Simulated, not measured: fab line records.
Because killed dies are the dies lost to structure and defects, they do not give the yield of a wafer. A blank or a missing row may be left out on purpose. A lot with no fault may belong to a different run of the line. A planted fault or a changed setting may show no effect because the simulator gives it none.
Matching of chambers || flow n5_finfet || rie_diel-01 running N5_BEOL_M6_STRIP_19: 4 sister chambers
The step strips in O2. 7 wafers are shown with their chamber, then 7 later ones without.

WAFERS WITH THEIR CHAMBER
{"wafer": "L078.1", "chamber": 3, "drypump_motor_current_A (A)": 4.8, "showerhead_plenum_p_Torr (Torr)": 2.08}
{"wafer": "L081.4", "chamber": 3, "drypump_motor_current_A (A)": 4.9, "showerhead_plenum_p_Torr (Torr)": 2.07}
{"wafer": "L081.6", "chamber": 1, "drypump_motor_current_A (A)": 4.7, "showerhead_plenum_p_Torr (Torr)": 2.15}
{"wafer": "L085.1", "chamber": 2, "drypump_motor_current_A (A)": 6.3, "showerhead_plenum_p_Torr (Torr)": 2.04}
{"wafer": "L085.6", "chamber": 0, "drypump_motor_current_A (A)": 4.9, "showerhead_plenum_p_Torr (Torr)": 2.04}
{"wafer": "L087.1", "chamber": 0, "drypump_motor_current_A (A)": 4.9, "showerhead_plenum_p_Torr (Torr)": 2.04}
{"wafer": "L087.4", "chamber": 1, "drypump_motor_current_A (A)": 4.7, "showerhead_plenum_p_Torr (Torr)": 2.15}

WAFERS MISSING THEIR CHAMBER
{"wafer": "L087.6", "drypump_motor_current_A (A)": 4.9, "showerhead_plenum_p_Torr (Torr)": 2.04}
{"wafer": "L089.2", "drypump_motor_current_A (A)": 4.9, "showerhead_plenum_p_Torr (Torr)": 2.04}
{"wafer": "L089.5", "drypump_motor_current_A (A)": 4.8, "showerhead_plenum_p_Torr (Torr)": 2.07}
{"wafer": "L089.6", "drypump_motor_current_A (A)": 4.9, "showerhead_plenum_p_Torr (Torr)": 2.04}
{"wafer": "L092.2", "drypump_motor_current_A (A)": 4.7, "showerhead_plenum_p_Torr (Torr)": 2.14}
{"wafer": "L092.3", "drypump_motor_current_A (A)": 6.3, "showerhead_plenum_p_Torr (Torr)": 2.03}
{"wafer": "L092.5", "drypump_motor_current_A (A)": 4.9, "showerhead_plenum_p_Torr (Torr)": 2.06}

WHICH CHAMBER EACH WENT THROUGH
{"wafer": "L087.6", "from the rows above": 0, "in truth": 0}
{"wafer": "L089.2", "from the rows above": 0, "in truth": 0}
{"wafer": "L089.5", "from the rows above": 3, "in truth": 3}
{"wafer": "L089.6", "from the rows above": 0, "in truth": 0}
{"wafer": "L092.2", "from the rows above": 1, "in truth": 1}
{"wafer": "L092.3", "from the rows above": 2, "in truth": 2}
{"wafer": "L092.5", "from the rows above": "can't be placed: 3 or 0", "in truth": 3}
Correct placement for 6 of the 7. Unplaceable from these rows: 1, with the true chamber sitting among the candidates in 1. Number placed wrongly: 0.
How it was worked out, from the rows above alone: a wafer's distance from a chamber is the root of the sum, over the readings, of the square of ((its reading less the chamber's mean) divided by the reading's scatter). If the next closest chamber is less than 2 further off than the closest, the wafer can't be placed; otherwise it belongs to the closest. The mean given for a chamber averages the wafers shown for that chamber. The scatter is the square root of a quotient: the sum, over the shown wafers, of each reading's squared deviation from its chamber's mean, divided by wafers minus chambers.
